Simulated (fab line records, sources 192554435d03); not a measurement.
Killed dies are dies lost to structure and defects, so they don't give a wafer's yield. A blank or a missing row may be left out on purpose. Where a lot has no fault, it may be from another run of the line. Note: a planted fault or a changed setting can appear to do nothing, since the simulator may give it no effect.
Chamber matching :: flow n5 finfet :: 4 sister chambers for N5_HKMG_FIN_ETCH_86 on rie diel-06
The step etches SOC in N2/H2, stops on TiN, target depth 393.2 nm. 4 wafers are shown with their chamber, then 10 later ones without.

== WAFERS WITH THEIR CHAMBER ==
wafer: L088.6
chamber: 2
showerhead plenum p Torr (Torr): 2.62

wafer: L089.5
chamber: 3
showerhead plenum p Torr (Torr): 2.41

wafer: L091.2
chamber: 0
showerhead plenum p Torr (Torr): 2.58

wafer: L091.4
chamber: 1
showerhead plenum p Torr (Torr): 2.56

== WAFERS WITHOUT THEIR CHAMBER ==
wafer: L091.6
showerhead plenum p Torr (Torr): 2.58

wafer: L092.3
showerhead plenum p Torr (Torr): 2.58

wafer: L092.4
showerhead plenum p Torr (Torr): 2.62

wafer: L092.5
showerhead plenum p Torr (Torr): 2.58

wafer: L094.1
showerhead plenum p Torr (Torr): 2.56

wafer: L094.2
showerhead plenum p Torr (Torr): 2.61

wafer: L094.3
showerhead plenum p Torr (Torr): 2.58

wafer: L094.4
showerhead plenum p Torr (Torr): 2.56

wafer: L094.5
showerhead plenum p Torr (Torr): 2.58

wafer: L094.6
showerhead plenum p Torr (Torr): 2.61

== EACH ONE'S CHAMBER ==
wafer: L091.6
from the rows above: 0
in truth: 0

wafer: L092.3
from the rows above: 0
in truth: 0

wafer: L092.4
from the rows above: 2
in truth: 2

wafer: L092.5
from the rows above: 0
in truth: 0

wafer: L094.1
from the rows above: 1
in truth: 1

wafer: L094.2
from the rows above: 2
in truth: 2

wafer: L094.3
from the rows above: 0
in truth: 0

wafer: L094.4
from the rows above: 1
in truth: 1

wafer: L094.5
from the rows above: 0
in truth: 0

wafer: L094.6
from the rows above: 2
in truth: 2
Placed correctly: 10 of 10. From these rows, 0 cannot be placed. Number placed wrongly: 0.
How it was worked out, from the rows above alone: a wafer's distance from a chamber is the root of the sum, over the readings, of the square of ((its reading less the chamber's mean) divided by the reading's scatter). If the next closest chamber is less than 2 further off than the closest, the wafer can't be placed; otherwise it belongs to the closest. For every chamber, the mean is computed from those of its wafers that are shown. The scatter (one wafer shown for each chamber): square how far every hidden wafer sits from the nearest shown wafer, average those squares and take the square root.
